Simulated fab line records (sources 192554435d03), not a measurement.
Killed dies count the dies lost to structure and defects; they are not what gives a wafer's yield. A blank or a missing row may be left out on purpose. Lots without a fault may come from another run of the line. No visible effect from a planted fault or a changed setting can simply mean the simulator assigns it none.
fab line records	flow n5-finfet
record lots=7	wafers=21
route steps=1938 shown GATE_CUT@484 MOL_CONTACT_COAG@538 BEOL_M0_SAQP@683 BEOL_M1@753 BEOL_M3@996 BEOL_M4@1028
start-h: hours from the record's opening day to when the first of the lot's shown wafers began	wait-h: hours elapsed since this lot's preceding step	" unchanged from the row above	L1.1+2: one row covering several wafers at once	- no value, or no start given	* or withheld: withheld	< > ~ a bound
route shown NAME@n: NAME is a module with steps in the file, n the number in the route of the first one	usual: average and standard deviation across the fault-free wafers	same: alike in all rows	chamber/n: place in a boat	sites: readings site by site	_std_site: standard deviation across them	_edge_site: outer sites' mean less inner sites'	radius-mm: how far each site lies from the wafer's centre	mask NAME#n: copy n	behind: the most recent tool/chamber to have shaped the wafer	hold: why the lot went on hold/how many hours it stayed there/how the hold came to an end	device: transistor that didn't switch, given as n, p or np	end of line: tests of these same wafers at the route's end	a step given without rows: its recipe and nothing more	killed: dies lost to structure and defects at the first sort, not the wafer's yield	map: dies across one wafer; x = killed, . = not, _ = none there
set.NAME: the setting that was run; set.NAME@STEP: the one run at that earlier step	model.NAME: the simulator's own value behind a step, which no gauge read
one table per step and one row per wafer, for lots whose settings were changed on purpose
## steps
# step N5_GATE_CUT_EXPOSE_10
# recipe mask-id=GATE_CUT	na=0.33	source-shape=annular	sigma-inner=0.35	sigma-outer=0.8	polarization=unpolarized	target-cd-nm=20	dose-mj=43.25
lot.wafer	tool	chamber	start-h	wait-h	mask	set.dose-mj
L074.1+2	euv-scanner-02	0	82.86	-	GATE_CUT#0	43.25
L074.4	"	0	"	"	GATE_CUT#0	41.73
L075.2+4+6	euv-scanner-02	0	91.29	-	GATE_CUT#0	43.25
L082.2+3+4	euv-scanner-02	0	133.31	-	GATE_CUT#0	43.25
L085.2	euv-scanner-01	0	152.22	-	GATE_CUT#0	43.25
L085.4+5	"	0	"	"	GATE_CUT#0	46.28
L088.2+4+6	euv-scanner-01	0	164.51	-	GATE_CUT#0	43.25
L091.1+2+6	euv-scanner-01	0	184.26	-	GATE_CUT#0	43.25
L097.2+5	euv-scanner-01	0	223.73	-	GATE_CUT#0	44.43
L097.4	"	0	"	"	GATE_CUT#0	43.25
# step N5_GATE_CUT_PEB_11
# recipe peb-temp-c=100	peb-time-s=60	resist=CAR-EUV
# step N5_GATE_CUT_DEVELOP_12
# recipe develop-time-s=30	developer=TMAH	resist=CAR-EUV	rinse-liquid=surfactant-rinse	dry=air-spin	dev-temp-c=23
# step N5_GATE_CUT_CD_MEAS_13
# recipe target-cd-nm=20	landing-energy-ev=500	detector=se-inlens
# usual cd-nm=19.91/0.24
lot.wafer	tool	chamber	start-h	wait-h	set.dose-mj@GATE_CUT_EXPOSE_10	cd-nm
L074.1	cd-sem-03	0	82.99	-	43.25	19.74
L074.2	"	0	"	"	43.25	20.16
L074.4	"	0	"	"	41.73	19.19
L075.2	cd-sem-02	0	91.42	-	43.25	19.63
L075.4	"	0	"	"	43.25	19.68
L075.6	"	0	"	"	43.25	20.33
L082.2	cd-sem-03	0	133.44	-	43.25	19.99
L082.3	"	0	"	"	43.25	19.86
L082.4	"	0	"	"	43.25	19.62
L085.2	cd-sem-01	0	152.35	-	43.25	19.79
L085.4	"	0	"	"	46.28	21.23
L085.5	"	0	"	"	46.28	21.10
L088.2	cd-sem-01	0	164.64	-	43.25	19.86
L088.4	"	0	"	"	43.25	19.85
L088.6	"	0	"	"	43.25	20.14
L091.1	cd-sem-02	0	184.39	-	43.25	20.00
L091.2	"	0	"	"	43.25	19.83
L091.6	"	0	"	"	43.25	19.82
L097.2	cd-sem-03	0	223.86	-	44.43	20.26
L097.4	"	0	"	"	43.25	20.02
L097.5	"	0	"	"	44.43	20.36
# step N5_GATE_CUT_DESCUM_18
# recipe chemistry=O2	time-s=7	source-power-w=50	bias-power-w=20	pressure-mtorr=20	rf-frequency-hz=2.712e+07	temp-c=40	resist=CAR-EUV	o2-flow-sccm=225
lot.wafer	tool	chamber	start-h	wait-h	set.dose-mj@GATE_CUT_EXPOSE_10	model.GATE_CUT.cd-nm
L074.1	rie-diel-02	3	83.11	0.0	43.25	19.8
L074.2	"	0	"	"	43.25	20
L074.4	"	1	"	"	41.73	19.2
L075.2+6	rie-diel-06	1,0	91.68	0.2	43.25	19.8
L075.4	"	2	"	"	43.25	20
L082.2	rie-diel-04	2	133.56	0.0	43.25	20.2
L082.3+4	"	0,1	"	"	43.25	19.6
L085.2	rie-diel-06	2	152.47	0.0	43.25	19.8
L085.4+5	"	0	"	"	46.28	21.4
L088.2+4+6	rie-diel-04	2,1,2	164.76	0.0	43.25	19.8
L091.1+6	rie-diel-04	1	184.52	0.0	43.25	19.8
L091.2	"	2	"	"	43.25	20
L097.2+5	rie-diel-06	1	224.24	0.3	44.43	20.6
L097.4	"	3	"	"	43.25	20
# step N5_GATE_CUT_ETCH_28
# recipe chemistry=N2/H2	target=underlayer	target-depth-a=130	mask-material=CAR-EUV	time-s=10.4	ion-energy-ev=200	pressure-mtorr=30	source-w=840	bias-w=150	n2-flow-sccm=200	h2-flow-sccm=200	ends=cleared
# step N5_GATE_CUT_ETCH_36
# recipe chemistry=CF4	target=SiARC	target-depth-a=130	mask-material=CAR-EUV	time-s=21.7	ion-energy-ev=80	pressure-mtorr=40	source-w=545	bias-w=36	Ar_flow_sccm=100	cf4-flow-sccm=100	ends=cleared
lot.wafer	tool	chamber	start-h	wait-h	set.spin-rpm@GATE_CUT_COAT_35	model.CAR-EUV_of_GATE_CUT_COAT_07.thk-nm	model.etch.depth-nm
L074.1	rie-diel-02	3	83.17	0.0	1593	7.2	9.727
L074.2	"	0	"	"	1593	7.2	9.74
L074.4	"	1	"	"	1593	7.2	9.718
L075.2+4	rie-diel-06	1,2	91.73	0.0	1500	7	10.03
L075.6	"	0	"	"	1500	7	10
L082.2	rie-diel-04	2	133.61	0.0	1500	6.8	9.96
L082.3	"	0	"	"	1500	7	9.932
L082.4	"	1	"	"	1391	6.4	10.34
L085.2	rie-diel-06	2	152.53	0.0	1500	6.8	10.06
L085.4	"	0	"	"	1441	6.8	10.2
L085.5	"	0	"	"	1500	7	10.01
L088.2	rie-diel-04	2	164.81	0.0	1500	7	10.02
L088.4	"	1	"	"	1500	6.8	10.02
L088.6	"	2	"	"	1500	7	10.03
L091.1	rie-diel-04	1	184.57	0.0	1500	6.8	9.994
L091.2	"	2	"	"	1335	6.4	10.6
L091.6	"	1	"	"	1335	6.4	10.61
L097.2	rie-diel-06	1	224.30	0.0	1500	7	10.02
L097.4	"	3	"	"	1500	7	9.984
L097.5	"	1	"	"	1555	7.2	9.806
# step N5_GATE_CUT_ETCH_37
# recipe chemistry=N2/H2	target=SOC	target-depth-a=600	overetch-a=120	mask-material=SiARC	temp-c=40	time-s=90	ion-energy-ev=200	pressure-mtorr=30	source-w=840	bias-w=150	n2-flow-sccm=200	h2-flow-sccm=200
lot.wafer	tool	chamber	start-h	wait-h	set.dose-mj@GATE_CUT_EXPOSE_10	model.GATE_CUT.cd-nm
L074.1	rie-diel-02	3	83.19	0.0	43.25	20
L074.2	"	0	"	"	43.25	19.8
L074.4	"	1	"	"	41.73	19.4
L075.2	rie-diel-06	1	91.76	0.0	43.25	19.6
L075.4	"	2	"	"	43.25	20.2
L075.6	"	0	"	"	43.25	19.8
L082.2	rie-diel-04	2	133.64	0.0	43.25	20
L082.3+4	"	0,1	"	"	43.25	19.4
L085.2	rie-diel-06	2	152.55	0.0	43.25	20
L085.4	"	0	"	"	46.28	21.6
L085.5	"	0	"	"	46.28	21.4
L088.2+4+6	rie-diel-04	2,1,2	164.84	0.0	43.25	19.8
L091.1	rie-diel-04	1	184.60	0.0	43.25	19.8
L091.2	"	2	"	"	43.25	20.2
L091.6	"	1	"	"	43.25	20
L097.2	rie-diel-06	1	224.32	0.0	44.43	20.6
L097.4	"	3	"	"	43.25	19.8
L097.5	"	1	"	"	44.43	20.4
# step N5_GATE_CUT_STRIP_38
# recipe chemistry=N2/H2	temp-c=40	n2-flow-sccm=200	h2-flow-sccm=200	rf-frequency-hz=6e+07
# step N5_GATE_CUT_STRIP_39
# recipe chemistry=N2/H2	temp-c=40	n2-flow-sccm=200	h2-flow-sccm=200	rf-frequency-hz=6e+07
# step N5_GATE_CUT_STRIP_41
# recipe chemistry=CF4	resist=SiARC	power-w=300	bias-power-w=75	pressure-mtorr=50	cf4-flow-sccm=150	rf-frequency-hz=6e+07
# step N5_GATE_CUT_STRIP_42
# recipe chemistry=O2	power-w=400	temp-c=40	pressure-mtorr=30	rf-frequency-hz=6e+07	bias-power-w=0	overash-fraction=0.3	o2-flow-sccm=225
# step N5_GATE_CUT_ETCH_19
# recipe chemistry=CH3F/O2	target=SiNx	mask-material=SiO2	target-depth-a=537	time-s=76.7	pressure-mtorr=30	source-w=395	bias-w=73	Ar_flow_sccm=150	CH3F_flow_sccm=30	O2_flow_sccm=20	ion-energy-ev=120	ends=cleared
lot.wafer	tool	chamber	start-h	wait-h	set.dose-mj@GATE_CUT_EXPOSE_10	model.GATE_CUT.cd-nm
L074.1+2	rie-diel-02	3,0	83.40	0.0	43.25	20
L074.4	"	1	"	"	41.73	19.6
L075.2	rie-diel-06	1	91.96	0.0	43.25	20
L075.4	"	2	"	"	43.25	20.2
L075.6	"	0	"	"	43.25	19.8
L082.2	rie-diel-04	2	133.85	0.0	43.25	20.2
L082.3+4	"	0,1	"	"	43.25	19.6
L085.2	rie-diel-06	2	152.76	0.0	43.25	20
L085.4	"	0	"	"	46.28	21.6
L085.5	"	0	"	"	46.28	21.4
L088.2	rie-diel-04	2	165.04	0.0	43.25	19.8
L088.4+6	"	1,2	"	"	43.25	20
L091.1	rie-diel-04	1	184.80	0.0	43.25	19.8
L091.2	"	2	"	"	43.25	20.2
L091.6	"	1	"	"	43.25	20
L097.2	rie-diel-06	1	224.53	0.0	44.43	20.8
L097.4	"	3	"	"	43.25	20
L097.5	"	1	"	"	44.43	20.6
# step N5_MOL_CONTACT_COAG_ETCH_110
# recipe chemistry=CF4/O2	target=Si	target-depth-a=25	time-s=8	pressure-mtorr=100	source-w=200	bias-w=12	ion-energy-ev=60	Ar_flow_sccm=100	cf4-flow-sccm=100	O2_flow_sccm=10
# usual rf-vpp-V=129.0/2.7
lot.wafer	tool	chamber	start-h	wait-h	set.bias-w	rf-vpp-V
L074.1	rie-diel-05	0	87.17	0.0	12	124.8
L074.2	"	1	"	"	13.06	134.7
L074.4	"	3	"	"	12	128.8
L075.2	rie-diel-01	2	96.07	0.0	12	133.2
L075.4	"	0	"	"	12	129.1
L075.6	"	1	"	"	10.15	110.9
L082.2	rie-diel-01	3	138.01	0.0	12	132.1
L082.3	"	0	"	"	12	130.1
L082.4	"	3	"	"	12	130.7
L085.2	rie-diel-01	2	156.97	0.0	12	131.8
L085.4	"	1	"	"	12	125.9
L085.5	"	1	"	"	12	125.3
L088.2	rie-diel-03	1	169.08	0.1	12	132.2
L088.4	"	1	"	"	12	131.5
L088.6	"	3	"	"	12	132.2
L091.1	rie-diel-05	1	188.70	0.0	12	125.7
L091.2	"	3	"	"	10.59	116.2
L091.6	"	0	"	"	12	124.1
L097.2	rie-diel-05	1	229.24	0.0	9.985	108.3
L097.4	"	2	"	"	12	130.7
L097.5	"	0	"	"	12	124.6
# step N5_MOL_CONTACT_COAG_CVD_140
# recipe material=W	target-thk-a=665	mode=selective-fill	temp-c=300	time-s=215
lot.wafer	tool	chamber	start-h	wait-h	set.target-thk-a	model.W_of_MOL_CONTACT_COAG_CVD_140.thk-nm
L074.1	cvd-w-01	0	98.90	0.1	590.2	59
L074.2	"	1	"	"	590.2	59.2
L074.4	"	0	"	"	665	66.4
L075.2	cvd-w-01	1	111.08	0.1	665	66.6
L075.4	"	0	"	"	735.9	72.6
L075.6	"	1	"	"	735.9	73.2
L082.2	cvd-w-02	1	150.13	0.1	726.6	72.6
L082.3	"	0	"	"	665	65.4
L082.4	"	1	"	"	726.6	72.4
L085.2+4+5	cvd-w-01	1	171.60	0.1	665	66.6
L088.2	cvd-w-02	0	184.30	0.1	665	66.6
L088.4	"	0	"	"	665	67.2
L088.6	"	0	"	"	665	66.2
L091.1	cvd-w-02	0	200.51	0.1	665	66.8
L091.2	"	1	"	"	665	66.6
L091.6	"	0	"	"	744.3	74.4
L097.2	cvd-w-02	1	242.59	0.1	620.7	62
L097.4	"	0	"	"	665	65.2
L097.5	"	1	"	"	665	66.2
# step N5_BEOL_M0_SAQP_COAT_34
# recipe resist=CAR-EUV	spin-rpm=1500	resist-thk-nm=30
lot.wafer	tool	chamber	start-h	wait-h	set.spin-rpm	model.CAR-EUV_of_BEOL_M0_SAQP_COAT_34.thk-nm
L074.1	litho-track-03	0	-	-	1617	29
L074.2+4	"	0	"	"	1500	30
L075.2+4	litho-track-02	0	-	-	1566	29.4
L075.6	"	0	"	"	1500	30.2
L082.2	litho-track-04	0	-	-	1590	29.4
L082.3	"	0	"	"	1500	30.2
L082.4	"	0	"	"	1590	29.2
L085.2	litho-track-02	0	-	-	1602	29
L085.4+5	"	0	"	"	1500	30
L088.2+4+6	litho-track-03	0	-	-	1500	30
L091.1+6	litho-track-02	0	-	-	1500	30
L091.2	"	0	"	"	1649	28.6
L097.2+4+5	litho-track-04	0	-	-	1500	30.2
# step N5_BEOL_M0_SAQP_EBR_36
# recipe solvent=PGMEA	ebr-width-mm=1.5
# step N5_BEOL_M0_SAQP_SOFTBAKE_35
# recipe temp-c=110	time-s=60	resist=CAR-EUV
# step N5_BEOL_M0_SAQP_EXPOSE_37
# recipe mask-id=M0_CUT1	na=0.33	source-shape=annular	sigma-inner=0.35	sigma-outer=0.8	polarization=unpolarized	target-cd-nm=30	dose-mj=44.75
# step N5_BEOL_M0_SAQP_PEB_38
# recipe peb-temp-c=100	peb-time-s=60	resist=CAR-EUV
# step N5_BEOL_M0_SAQP_DEVELOP_39
# recipe develop-time-s=30	developer=TMAH	resist=CAR-EUV	rinse-liquid=surfactant-rinse	dry=air-spin	dev-temp-c=23
lot.wafer	tool	chamber	start-h	wait-h	set.spin-rpm@BEOL_M0_SAQP_COAT_34	model.CAR-EUV_of_BEOL_M0_SAQP_COAT_34.thk-nm
L074.1	litho-track-02	0	-	-	1617	28.6
L074.2+4	"	0	"	"	1500	29.6
L075.2+4	litho-track-04	0	-	-	1566	29
L075.6	"	0	"	"	1500	29.8
L082.2	litho-track-04	0	-	-	1590	29
L082.3	"	0	"	"	1500	29.8
L082.4	"	0	"	"	1590	28.8
L085.2	litho-track-02	0	-	-	1602	28.6
L085.4+5	"	0	"	"	1500	29.6
L088.2+4+6	litho-track-04	0	-	-	1500	29.4
L091.1+6	litho-track-02	0	-	-	1500	29.6
L091.2	"	0	"	"	1649	28
L097.2+4+5	litho-track-04	0	-	-	1500	29.8
# step N5_BEOL_M1_PECVD_72
# recipe material=SiO2	target-thk-a=160	temp-c=400	precursor=TEOS/O2	pressure-torr=5.5	rf-w=450	teos-flow-sccm=53.8	gas=O2	flow-sccm=3000	time-s=18
lot.wafer	tool	chamber	start-h	wait-h	set.time-s	model.SiO2_of_BEOL_M1_PECVD_72.thk-nm
L074.1	pecvd-03	1	114.28	0.0	18	16.2
L074.2	"	0	"	"	18	16
L074.4	"	2	"	"	18	16.8
L075.2	pecvd-01	1	128.08	0.0	17.18	15
L075.4	"	0	"	"	18	16.4
L075.6	"	2	"	"	17.18	15.6
L082.2	pecvd-01	1	169.23	0.0	18	15.8
L082.3	"	2	"	"	18	16.2
L082.4	"	1	"	"	18	16
L085.2	pecvd-03	1	193.30	0.0	20.59	18.2
L085.4	"	2	"	"	18	16.6
L085.5	"	2	"	"	18	16.4
L088.2	pecvd-01	1	202.85	0.0	18	15.8
L088.4+6	"	1,0	"	"	18	16.2
L091.1	pecvd-04	0	217.85	0.0	18	15.6
L091.2	"	1	"	"	18	15.8
L091.6	"	0	"	"	18	16.2
L097.2	pecvd-01	0	264.93	0.0	18	16.2
L097.4	"	0	"	"	16.56	15.2
L097.5	"	2	"	"	18	16
# step N5_BEOL_M1_COAT_05
# recipe resist=CAR-EUV	spin-rpm=1500	resist-thk-nm=30
lot.wafer	tool	chamber	start-h	wait-h	set.spin-rpm	model.CAR-EUV_of_BEOL_M1_COAT_05.thk-nm
L074.1+2	litho-track-05	0	-	-	1416	31
L074.4	"	0	"	"	1500	30
L075.2	litho-track-03	0	-	-	1500	30
L075.4+6	"	0	"	"	1601	29.2
L082.2+3+4	litho-track-02	0	-	-	1500	29.8
L085.2+4+5	litho-track-05	0	-	-	1553	29.6
L088.2	litho-track-05	0	-	-	1500	30.2
L088.4	"	0	"	"	1500	29.8
L088.6	"	0	"	"	1500	30
L091.1+2+6	litho-track-03	0	-	-	1500	30
L097.2+4+5	litho-track-02	0	-	-	1500	30
# step N5_BEOL_M1_EBR_07
# recipe solvent=PGMEA	ebr-width-mm=1.5
# step N5_BEOL_M1_SOFTBAKE_06
# recipe temp-c=110	time-s=60	resist=CAR-EUV
# step N5_BEOL_M1_DESCUM_16
# recipe chemistry=O2	time-s=7	source-power-w=50	bias-power-w=20	pressure-mtorr=20	rf-frequency-hz=2.712e+07	temp-c=40	resist=CAR-EUV	o2-flow-sccm=225
lot.wafer	tool	chamber	start-h	wait-h	set.spin-rpm@BEOL_M1_COAT_05	model.CAR-EUV_of_BEOL_M1_COAT_05.thk-nm
L074.1+2	rie-diel-02	2,1	130.69	0.0	1416	27
L074.4	"	1	"	"	1500	26
L075.2	rie-diel-06	3	130.73	0.0	1500	26.2
L075.4	"	3	"	"	1601	25.4
L075.6	"	2	"	"	1601	25.2
L082.2+3	rie-diel-04	3,1	172.54	0.1	1500	25.8
L082.4	"	0	"	"	1500	26
L085.2+4+5	rie-diel-06	2,0,1	194.44	0.0	1553	25.6
L088.2	rie-diel-04	1	203.86	0.1	1500	26.2
L088.4+6	"	0,3	"	"	1500	26
L091.1+2	rie-diel-02	1,3	223.36	0.0	1500	26
L091.6	"	2	"	"	1500	26.2
L097.2+5	rie-diel-02	3,0	267.05	0.4	1500	26.2
L097.4	"	1	"	"	1500	26
# step N5_BEOL_M1_COAT_76
# recipe resist=underlayer	temp-c=205	time-s=60	spin-rpm=1500	resist-thk-nm=5
lot.wafer	tool	chamber	start-h	wait-h	set.time-s
L074.1+4	litho-track-02	0	-	-	60
L074.2	"	0	"	"	46.89
L075.2	litho-track-05	0	-	-	47.21
L075.4+6	"	0	"	"	60
L082.2+3+4	litho-track-03	0	-	-	73.23
L085.2+4	litho-track-02	0	-	-	60
L085.5	"	0	"	"	63.89
L088.2+4+6	litho-track-05	0	-	-	60
L091.1+2	litho-track-02	0	-	-	70.06
L091.6	"	0	"	"	60
L097.2+4	litho-track-03	0	-	-	70.46
L097.5	"	0	"	"	60
# step N5_BEOL_M1_COAT_22
# recipe resist=CAR-EUV	spin-rpm=1500	resist-thk-nm=30
# step N5_BEOL_M1_EBR_24
# recipe solvent=PGMEA	ebr-width-mm=1.5
# step N5_BEOL_M1_STRIP_97
# recipe chemistry=N2/H2	time-s=10	power-w=450	temp-c=40	pressure-mtorr=20	rf-frequency-hz=6e+07	bias-power-w=7	n2-flow-sccm=200	h2-flow-sccm=200
# step N5_BEOL_M1_HM_STRIP_39
# recipe chemistry=peroxide-tin-strip	material=TiN	target-depth-a=250	temp-c=50	time-s=158
lot.wafer	tool	chamber	start-h	wait-h	set.time-s@BEOL_M1_PECVD_72	model.SiO2_of_BEOL_M1_PECVD_72.thk-nm
L074.1	wet-bench-06	3	142.74	0.0	18	16.2
L074.2	"	2	"	"	18	15.8
L074.4	"	1	"	"	18	16.6
L075.2	wet-bench-04	1	147.58	0.0	17.18	15
L075.4	"	0	"	"	18	16.2
L075.6	"	3	"	"	17.18	15.6
L082.2	wet-bench-05	7	187.41	0.0	18	15.6
L082.3	"	0	"	"	18	16.2
L082.4	"	2	"	"	18	15.8
L085.2	wet-bench-06	3	196.87	0.0	20.59	18.2
L085.4	"	7	"	"	18	16.4
L085.5	"	2	"	"	18	16.2
L088.2	wet-bench-05	6	208.69	0.0	18	15.8
L088.4	"	4	"	"	18	16
L088.6	"	2	"	"	18	16.2
L091.1	wet-bench-05	6	227.81	0.0	18	15.4
L091.2	"	4	"	"	18	15.6
L091.6	"	5	"	"	18	16
L097.2+5	wet-bench-06	1,0	269.12	0.0	18	16
L097.4	"	2	"	"	16.56	15
# step N5_BEOL_M3_SPUTTER_79
# recipe material=Cu	target-thk-a=45	temp-c=-20	chamber-pressure-pa=0.07	power-w=withheld	time-s=8.29
lot.wafer	tool	chamber	start-h	wait-h	set.time-s	model.Cu_of_BEOL_M3_SPUTTER_79.thk-nm
L074.1	pvd-sputter-03	-	175.19	0.1	9.498	-
L074.2+4	"	-	"	"	8.29	4.6
L075.2	pvd-sputter-01	-	179.49	0.1	8.29	4.4
L075.4	"	-	"	"	8.839	-
L075.6	"	-	"	"	8.839	4.8
L082.2	pvd-sputter-03	-	223.30	0.1	8.29	4.4
L082.3	"	-	"	"	8.99	4.8
L082.4	"	-	"	"	8.99	-
L085.2	pvd-sputter-02	-	226.10	0.1	9.385	5.2
L085.4	"	-	"	"	9.385	-
L085.5	"	-	"	"	8.29	4.6
L088.2+4+6	pvd-sputter-01	-	259.20	0.1	8.29	4.4
L091.1+2	pvd-sputter-01	-	267.46	0.1	8.29	4.4
L091.6	"	-	"	"	8.29	4.2
L097.2	pvd-sputter-01	-	317.07	0.1	8.957	-
L097.4	"	-	"	"	8.29	4.6
L097.5	"	-	"	"	8.957	4.8
# step N5_BEOL_M4_COAT_05
# recipe resist=CAR-EUV	spin-rpm=1500	resist-thk-nm=30
lot.wafer	tool	chamber	start-h	wait-h	set.spin-rpm	model.CAR-EUV_of_BEOL_M4_COAT_05.thk-nm
L074.1	litho-track-03	0	-	-	1500	29.8
L074.2+4	"	0	"	"	1500	30
L075.2	litho-track-03	0	-	-	1350	31.6
L075.4+6	"	0	"	"	1500	30
L082.2+3+4	litho-track-03	0	-	-	1634	28.8
L085.2	litho-track-03	0	-	-	1500	29.8
L085.4+5	"	0	"	"	1500	30
L088.2+4+6	litho-track-04	0	-	-	1500	30.2
L091.1	litho-track-02	0	-	-	1566	29.4
L091.2+6	"	0	"	"	1500	30
L097.2	litho-track-02	0	-	-	1585	29.4
L097.4+5	"	0	"	"	1500	30.2
## key
split step=N5_GATE_CUT_EXPOSE_10	setting=dose-mj	stated=43.25	by=wafer
response step=N5_GATE_CUT_CD_MEAS_13	reading=cd-nm	change=+0.19	per=1%	r=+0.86
response step=N5_GATE_CUT_DESCUM_18	reading=model.GATE_CUT.cd-nm	change=+0.222	per=1%	r=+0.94
response step=N5_GATE_CUT_ETCH_37	reading=model.GATE_CUT.cd-nm	change=+0.206	per=1%	r=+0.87
response step=N5_GATE_CUT_ETCH_19	reading=model.GATE_CUT.cd-nm	change=+0.201	per=1%	r=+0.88
split step=N5_MOL_CONTACT_COAG_ETCH_110	setting=bias-w	stated=12	by=wafer
response step=N5_MOL_CONTACT_COAG_ETCH_110	reading=rf-vpp-V	change=+1.1	per=1%	r=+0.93
split step=N5_MOL_CONTACT_COAG_CVD_140	setting=target-thk-a	stated=665	by=wafer
response step=N5_MOL_CONTACT_COAG_CVD_140	reading=model.W_of_MOL_CONTACT_COAG_CVD_140.thk-nm	change=+0.647	per=1%	r=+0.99
split step=N5_BEOL_M0_SAQP_COAT_34	setting=spin-rpm	stated=1500	by=wafer
response step=N5_BEOL_M0_SAQP_COAT_34	reading=model.CAR-EUV_of_BEOL_M0_SAQP_COAT_34.thk-nm	change=-0.143	per=1%	r=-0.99
response step=N5_BEOL_M0_SAQP_DEVELOP_39	reading=model.CAR-EUV_of_BEOL_M0_SAQP_COAT_34.thk-nm	change=-0.151	per=1%	r=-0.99
split step=N5_BEOL_M1_PECVD_72	setting=time-s	stated=18	by=wafer
response step=N5_BEOL_M1_PECVD_72	reading=model.SiO2_of_BEOL_M1_PECVD_72.thk-nm	change=+0.126	per=1%	r=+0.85
response step=N5_BEOL_M1_HM_STRIP_39	reading=model.SiO2_of_BEOL_M1_PECVD_72.thk-nm	change=+0.135	per=1%	r=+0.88
split step=N5_BEOL_M1_COAT_05	setting=spin-rpm	stated=1500	by=wafer
response step=N5_BEOL_M1_COAT_05	reading=model.CAR-EUV_of_BEOL_M1_COAT_05.thk-nm	change=-0.143	per=1%	r=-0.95
response step=N5_BEOL_M1_DESCUM_16	reading=model.CAR-EUV_of_BEOL_M1_COAT_05.thk-nm	change=-0.152	per=1%	r=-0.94
split step=N5_BEOL_M1_COAT_76	setting=time-s	stated=60	by=wafer
response none clear
split step=N5_BEOL_M3_SPUTTER_79	setting=time-s	stated=8.29	by=wafer
response step=N5_BEOL_M3_SPUTTER_79	reading=model.Cu_of_BEOL_M3_SPUTTER_79.thk-nm	change=+0.0439	per=1%	r=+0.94
split step=N5_BEOL_M4_COAT_05	setting=spin-rpm	stated=1500	by=wafer
response step=N5_BEOL_M4_COAT_05	reading=model.CAR-EUV_of_BEOL_M4_COAT_05.thk-nm	change=-0.153	per=1%	r=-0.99
split outside-this-file step=N5_GATE_CUT_COAT_35 setting=spin-rpm
# split outside-this-file: this setting was split too, and the file shows its column; the key of that split is in another file
